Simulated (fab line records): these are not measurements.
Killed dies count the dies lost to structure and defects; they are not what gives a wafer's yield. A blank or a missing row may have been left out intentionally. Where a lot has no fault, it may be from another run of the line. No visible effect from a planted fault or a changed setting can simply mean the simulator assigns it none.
Matching of chambers / flow nand-harc / pecvd-03 running NHARC_A_BONDPAD_DEP_00: 3 sister chambers
The step deposits SiCN, target thk 250 nm. 3 wafers are shown with their chamber, then 8 later ones without.

WAFERS WITH THEIR CHAMBER
wafer=L074.1; chamber=1; heater-power-w (W)=658
wafer=L085.6; chamber=0; heater-power-w (W)=599
wafer=L094.3; chamber=2; heater-power-w (W)=554

WAFERS MISSING THEIR CHAMBER
wafer=L094.4; heater-power-w (W)=551
wafer=L094.6; heater-power-w (W)=563
wafer=L096.1; heater-power-w (W)=501
wafer=L096.2; heater-power-w (W)=573
wafer=L096.5; heater-power-w (W)=617
wafer=L097.3; heater-power-w (W)=574
wafer=L097.4; heater-power-w (W)=537
wafer=L097.5; heater-power-w (W)=588

THE CHAMBER EACH PASSED THROUGH
wafer=L094.4; from the rows above=can't be placed: 2 or 0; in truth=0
wafer=L094.6; from the rows above=can't be placed: 2 or 0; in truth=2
wafer=L096.1; from the rows above=can't be placed: 2 or 0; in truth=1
wafer=L096.2; from the rows above=can't be placed: 2 or 0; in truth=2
wafer=L096.5; from the rows above=can't be placed: 0 or 1 or 2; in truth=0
wafer=L097.3; from the rows above=can't be placed: 2 or 0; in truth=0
wafer=L097.4; from the rows above=can't be placed: 2 or 0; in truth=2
wafer=L097.5; from the rows above=can't be placed: 0 or 2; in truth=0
Correct placement for 0 of the 8. Not placeable from these rows: 8 (in 7, the candidates include the true chamber). Placed wrongly: 0.
How it was worked out, from the rows above alone: a wafer's distance from a chamber is the root of the sum, over the readings, of the square of ((its reading less the chamber's mean) divided by the reading's scatter). If the next closest chamber is less than 2 further off than the closest, the wafer can't be placed; otherwise it belongs to the closest. A chamber's mean is the mean of its shown wafers. The scatter: with one shown wafer a chamber, the root of the mean of the squares of how far each hidden wafer lies from its nearest shown one.
